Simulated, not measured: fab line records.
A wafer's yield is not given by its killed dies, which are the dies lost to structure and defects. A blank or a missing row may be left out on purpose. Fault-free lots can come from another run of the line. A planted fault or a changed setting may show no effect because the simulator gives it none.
Lot-split experiment + flow n5Finfet + 21 wafers read across 7 lots, on a route 1938 steps long

ON THE SPLIT
At N5_BEOL_M14_SPUTTER_43 (material TaN, target thk 15 nm, time 24.19 s), the setting powerW was moved away from the recipe's 15000 W on 8 of the 21 wafers read, by -9.7% to +17.1%. This setting was run at the recipe's value on the other wafers.

The split's own step is where the reading is taken.

THE READING
TaN_of_BEOL_M14_SPUTTER_43.thkNm (the simulator's own value, which no gauge read), in nm, at N5_BEOL_M14_SPUTTER_43 (material TaN, target thk 15 nm, time 24.19 s). There is no usual value for it anywhere in the file. Average 15.0 nm, standard deviation 0.17 nm, over the 13 wafers here run with the recipe.

| wafer  | tool, chamber at the split | powerW as run, W | against the recipe | TaN_of_BEOL_M14_SPUTTER_43.thkNm, nm | against lot-mates on the recipe |
|--------|----------------------------|------------------|--------------------|--------------------------------------|---------------------------------|
| L075.1 | pvdSputter-01, -           | 16820            | +12.1%             | 16.4                                 | +1.6                            |
| L075.4 | pvdSputter-01, -           | 16820            | +12.1%             | 16.4                                 | +1.6                            |
| L075.3 | pvdSputter-01, -           | 15000            | recipe             | 14.8                                 | -                               |
| L080.2 | pvdSputter-03, -           | 15000            | recipe             | 15                                   | -                               |
| L080.4 | pvdSputter-03, -           | 17560            | +17.1%             | 17.6                                 | +2.5                            |
| L080.6 | pvdSputter-03, -           | 15000            | recipe             | 15.2                                 | -                               |
| L088.1 | pvdSputter-03, -           | 13540            | -9.7%              | 13.4                                 | -1.6                            |
| L088.4 | pvdSputter-03, -           | 13540            | -9.7%              | 13.4                                 | -1.6                            |
| L088.3 | pvdSputter-03, -           | 15000            | recipe             | 15                                   | -                               |
| L090.3 | pvdSputter-03, -           | 15000            | recipe             | 15.2                                 | -                               |
| L090.4 | pvdSputter-03, -           | 15000            | recipe             | 15                                   | -                               |
| L090.6 | pvdSputter-03, -           | 16030            | +6.9%              | 16.2                                 | +1.1                            |
| L091.3 | pvdSputter-03, -           | 15000            | recipe             | 14.8                                 | -                               |
| L091.5 | pvdSputter-03, -           | 15000            | recipe             | 14.8                                 | -                               |
| L091.6 | pvdSputter-03, -           | 15000            | recipe             | 14.6                                 | -                               |
| L093.2 | pvdSputter-01, -           | 15000            | recipe             | 15                                   | -                               |
| L093.3 | pvdSputter-01, -           | 17010            | +13.4%             | 16.8                                 | +1.8                            |
| L093.6 | pvdSputter-01, -           | 17010            | +13.4%             | 16.8                                 | +1.8                            |
| L095.2 | pvdSputter-01, -           | 15000            | recipe             | 15                                   | -                               |
| L095.5 | pvdSputter-01, -           | 15000            | recipe             | 15                                   | -                               |
| L095.3 | pvdSputter-01, -           | 15000            | recipe             | 15.2                                 | -                               |

FIT RESULTS
A straight line over all 21 wafers: TaN_of_BEOL_M14_SPUTTER_43.thkNm changes by +0.144 nm for each +1% of powerW; r = +0.98; the points scatter about the line by 0.2 nm.
The same after taking each lot's own level away (the mean of its wafers on the recipe; 21 wafers): +0.144 nm for each +1%; r = +0.99; scatter 0.11 nm.
Per that fit: largest powerW move, reading shift of 2.5 nm.
The lots' own levels span 14.73 to 15.10 nm, that is 2.1 times the standard deviation above.
The two slopes agree, so the slope changes little with the lot-to-lot level.
Check: with one of the wafers moved furthest among these (+17.1%) left out of the fit, the line predicts +2.4 nm for it against its lot-mates. Against them it came out at +2.5 nm.

THESE WAFERS: OTHER SPLITS
Note: prior to the reading, these wafers also went through further splits. Each is held against what the fit with the lots' levels taken away leaves over:
| other split on the same wafers | wafers away from the commonest value | r with TaN_of_BEOL_M14_SPUTTER_43.thkNm (lot level and that fit taken away) |
|--------------------------------|--------------------------------------|-----------------------------------------------------------------------------|
| N5_BEOL_M14_PEB_26 pebTempC    | 9                                    | -0.03                                                                       |

THE FILE'S OWN FIT
TaN_of_BEOL_M14_SPUTTER_43.thkNm changes by +0.144 nm for each +1% of powerW, r = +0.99.
